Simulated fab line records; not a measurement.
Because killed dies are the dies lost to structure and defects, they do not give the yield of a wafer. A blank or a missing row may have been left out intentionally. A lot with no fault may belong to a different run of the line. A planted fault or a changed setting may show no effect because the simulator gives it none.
Chamber matching :: flow nand-harc :: 4 sister chambers for NHARC_P_M2_CMP_23 on cmp-01
The step polishes, t overpolish 20 s, target thk 144.3 nm. 18 wafers are shown with their chamber, then 9 later ones without.

## WAFERS, EACH WITH ITS CHAMBER
wafer: L075.2
chamber: 0
motor-current-A (A): 14.5
slurry-flow-ml-min: 150.3
time-to-endpoint-s (s): 27.7

wafer: L075.3
chamber: 3
motor-current-A (A): 11.1
slurry-flow-ml-min: 150.5
time-to-endpoint-s (s): 29.5

wafer: L075.5
chamber: 2
motor-current-A (A): 11.2
slurry-flow-ml-min: 149.3
time-to-endpoint-s (s): 29.7

wafer: L076.2
chamber: 1
motor-current-A (A): 10.7
slurry-flow-ml-min: 150.1
time-to-endpoint-s (s): 28.5

wafer: L076.4
chamber: 0
motor-current-A (A): 14.0
slurry-flow-ml-min: 149.9
time-to-endpoint-s (s): 31.3

wafer: L076.6
chamber: 3
motor-current-A (A): 11.3
slurry-flow-ml-min: 150.0
time-to-endpoint-s (s): 31.3

wafer: L079.1
chamber: 0
motor-current-A (A): 14.2
slurry-flow-ml-min: 150.2
time-to-endpoint-s (s): 29.1

wafer: L079.2
chamber: 2
motor-current-A (A): 11.6
slurry-flow-ml-min: 150.5
time-to-endpoint-s (s): 31.9

wafer: L079.5
chamber: 0
motor-current-A (A): 13.4
slurry-flow-ml-min: 149.5
time-to-endpoint-s (s): 32.2

wafer: L080.2
chamber: 3
motor-current-A (A): 10.5
slurry-flow-ml-min: 150.2
time-to-endpoint-s (s): 28.6

wafer: L080.3
chamber: 0
motor-current-A (A): 14.2
slurry-flow-ml-min: 149.4
time-to-endpoint-s (s): 23.9

wafer: L080.5
chamber: 3
motor-current-A (A): 11.2
slurry-flow-ml-min: 150.3
time-to-endpoint-s (s): 28.8

wafer: L083.2
chamber: 3
motor-current-A (A): 11.2
slurry-flow-ml-min: 150.6
time-to-endpoint-s (s): 30.5

wafer: L083.4
chamber: 0
motor-current-A (A): 13.8
slurry-flow-ml-min: 149.2
time-to-endpoint-s (s): 29.1

wafer: L083.6
chamber: 2
motor-current-A (A): 11.9
slurry-flow-ml-min: 149.7
time-to-endpoint-s (s): 31.1

wafer: L084.3
chamber: 1
motor-current-A (A): 11.2
slurry-flow-ml-min: 149.9
time-to-endpoint-s (s): 25.3

wafer: L084.4
chamber: 2
motor-current-A (A): 11.5
slurry-flow-ml-min: 149.7
time-to-endpoint-s (s): 26.1

wafer: L084.5
chamber: 2
motor-current-A (A): 11.8
slurry-flow-ml-min: 149.4
time-to-endpoint-s (s): 24.6

SIGNATURES (means of the wafers above)
reading: motor-current-A
chamber 0: 14.017
chamber 1: 10.950
chamber 2: 11.600
chamber 3: 11.060
scatter within a chamber: 0.334

reading: slurry-flow-ml-min
chamber 0: 149.750
chamber 1: 150.000
chamber 2: 149.720
chamber 3: 150.320
scatter within a chamber: 0.392

reading: time-to-endpoint-s
chamber 0: 28.883
chamber 1: 26.900
chamber 2: 28.680
chamber 3: 29.740
scatter within a chamber: 2.59
Rule: a wafer lies at a distance from a chamber equal to the root of the sum of squares, over the readings, of (its reading less the chamber's mean, divided by the reading's scatter). The wafer belongs to the nearest chamber; if the next one is less than 2 further off, it can't be placed. The scatter: take each reading less its chamber's mean, square it, sum over the shown wafers, divide by the number of wafers less the number of chambers, and take the root.

## WAFERS WITHOUT THEIR CHAMBER
wafer: L087.2
motor-current-A (A): 10.6
slurry-flow-ml-min: 150.6
time-to-endpoint-s (s): 28.1

wafer: L087.3
motor-current-A (A): 10.8
slurry-flow-ml-min: 150.7
time-to-endpoint-s (s): 27.8

wafer: L087.4
motor-current-A (A): 11.6
slurry-flow-ml-min: 150.1
time-to-endpoint-s (s): 27.4

wafer: L095.3
motor-current-A (A): 11.2
slurry-flow-ml-min: 150.6
time-to-endpoint-s (s): 28.7

wafer: L095.4
motor-current-A (A): 10.5
slurry-flow-ml-min: 150.9
time-to-endpoint-s (s): 28.5

wafer: L095.6
motor-current-A (A): 11.4
slurry-flow-ml-min: 150.2
time-to-endpoint-s (s): 28.9

wafer: L096.3
motor-current-A (A): 11.7
slurry-flow-ml-min: 149.8
time-to-endpoint-s (s): 26.8

wafer: L096.4
motor-current-A (A): 13.3
slurry-flow-ml-min: 150.0
time-to-endpoint-s (s): 27.4

wafer: L096.5
motor-current-A (A): 11.1
slurry-flow-ml-min: 149.7
time-to-endpoint-s (s): 27.4

## THE CHAMBER EACH PASSED THROUGH
wafer: L087.2
from the rows above: can't be placed: 3 or 1
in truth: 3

wafer: L087.3
from the rows above: can't be placed: 3 or 1
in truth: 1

wafer: L087.4
from the rows above: can't be placed: 2 or 3 or 1
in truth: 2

wafer: L095.3
from the rows above: can't be placed: 3 or 1 or 2
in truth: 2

wafer: L095.4
from the rows above: can't be placed: 3 or 1
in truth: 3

wafer: L095.6
from the rows above: can't be placed: 3 or 2 or 1
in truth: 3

wafer: L096.3
from the rows above: can't be placed: 2 or 1 or 3
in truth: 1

wafer: L096.4
from the rows above: 0
in truth: 0

wafer: L096.5
from the rows above: can't be placed: 1 or 2 or 3
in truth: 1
Correctly placed: 1 of 9. Unplaceable from these rows: 8, with the true chamber sitting among the candidates in 8. Wrongly placed: 0.
